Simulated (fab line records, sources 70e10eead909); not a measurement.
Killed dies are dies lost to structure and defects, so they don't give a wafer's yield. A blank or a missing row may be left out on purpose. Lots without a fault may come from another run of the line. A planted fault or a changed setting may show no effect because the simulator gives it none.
Chamber matching | flow nand_harc | NHARC_A_STAIRCASE_DESCUM_168 on rie_diel-04: 4 sister chambers
The step chemistry O2, time 3 s. 22 wafers are shown with their chamber, then 11 later ones without.

WAFERS WITH THEIR CHAMBER
wafer  | chamber | drypump_motor_current_A (A) | oes_product_au (a.u.) | rf_vpp_V (V)
L074.1 | 2       | 5.62                        | 1.007                 | 59.8
L074.2 | 3       | 6.01                        | 0.983                 | 58.5
L074.6 | 2       | 5.62                        | 0.996                 | 57.6
L074.3 | 0       | 5.73                        | 1.006                 | 57.5
L074.4 | 1       | 5.49                        | 0.990                 | 57.6
L074.5 | 3       | 6.01                        | 0.987                 | 58.1
L076.2 | 0       | 5.66                        | 0.996                 | 57.3
L076.3 | 2       | 5.61                        | 1.004                 | 58.0
L076.6 | 3       | 5.96                        | 0.991                 | 58.8
L075.2 | 0       | 5.73                        | 0.994                 | 58.3
L075.4 | 1       | 5.48                        | 0.981                 | 57.1
L075.5 | 0       | 5.74                        | 1.001                 | 58.1
L075.1 | 2       | 5.63                        | 0.981                 | 57.7
L075.3 | 3       | 5.97                        | 0.975                 | 58.3
L075.6 | 1       | 5.49                        | 0.985                 | 58.2
L080.2 | 1       | 5.49                        | 1.002                 | 56.7
L080.5 | 3       | 5.95                        | 0.993                 | 57.9
L080.6 | 0       | 5.72                        | 0.997                 | 57.9
L084.1 | 2       | 5.62                        | 1.004                 | 58.0
L084.3 | 3       | 5.96                        | 0.993                 | 57.8
L084.4 | 0       | 5.74                        | 1.006                 | 57.6
L085.1 | 3       | 5.96                        | 0.982                 | 58.2

SIGNATURES (means of the wafers above)
reading                 | chamber 0 | chamber 1 | chamber 2 | chamber 3 | scatter within a chamber
drypump_motor_current_A | 5.7200    | 5.4875    | 5.6200    | 5.9743    | 0.0219
oes_product_au          | 1.00000   | 0.98950   | 0.99840   | 0.98629   | 0.00781
rf_vpp_V                | 57.783    | 57.400    | 58.220    | 58.229    | 0.575
Rule: a wafer's distance from a chamber is the root of the sum, over the readings, of the square of ((its reading less the chamber's mean) divided by the reading's scatter). The wafer belongs to the nearest chamber; if the next one is less than 2 further off, it can't be placed. The scatter: the root of (the sum of the squares of (reading less its chamber's mean) over the shown wafers, divided by (wafers less chambers)).

WAFERS WITHOUT THEIR CHAMBER
wafer  | drypump_motor_current_A (A) | oes_product_au (a.u.) | rf_vpp_V (V)
L085.2 | 5.47                        | 0.981                 | 57.9
L085.3 | 5.72                        | 0.997                 | 58.0
L089.3 | 5.68                        | 0.998                 | 57.4
L089.5 | 5.68                        | 1.002                 | 58.0
L089.6 | 5.47                        | 0.988                 | 57.3
L090.2 | 5.73                        | 0.990                 | 57.7
L090.3 | 5.96                        | 0.986                 | 58.2
L090.6 | 5.72                        | 0.987                 | 58.0
L090.1 | 5.62                        | 1.004                 | 58.6
L090.4 | 5.48                        | 0.988                 | 58.3
L090.5 | 5.97                        | 0.997                 | 57.7

WHICH CHAMBER EACH WENT THROUGH
wafer  | from the rows above     | in truth
L085.2 | 1                       | 1
L085.3 | 0                       | 0
L089.3 | can't be placed: 0 or 2 | 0
L089.5 | can't be placed: 0 or 2 | 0
L089.6 | 1                       | 1
L090.2 | 0                       | 0
L090.3 | 3                       | 3
L090.6 | 0                       | 0
L090.1 | 2                       | 2
L090.4 | 1                       | 1
L090.5 | 3                       | 3
Placed correctly: 9 of 11. Can't be placed from these rows: 2 (the true chamber is among the candidates in 2). Placed wrongly: 0.
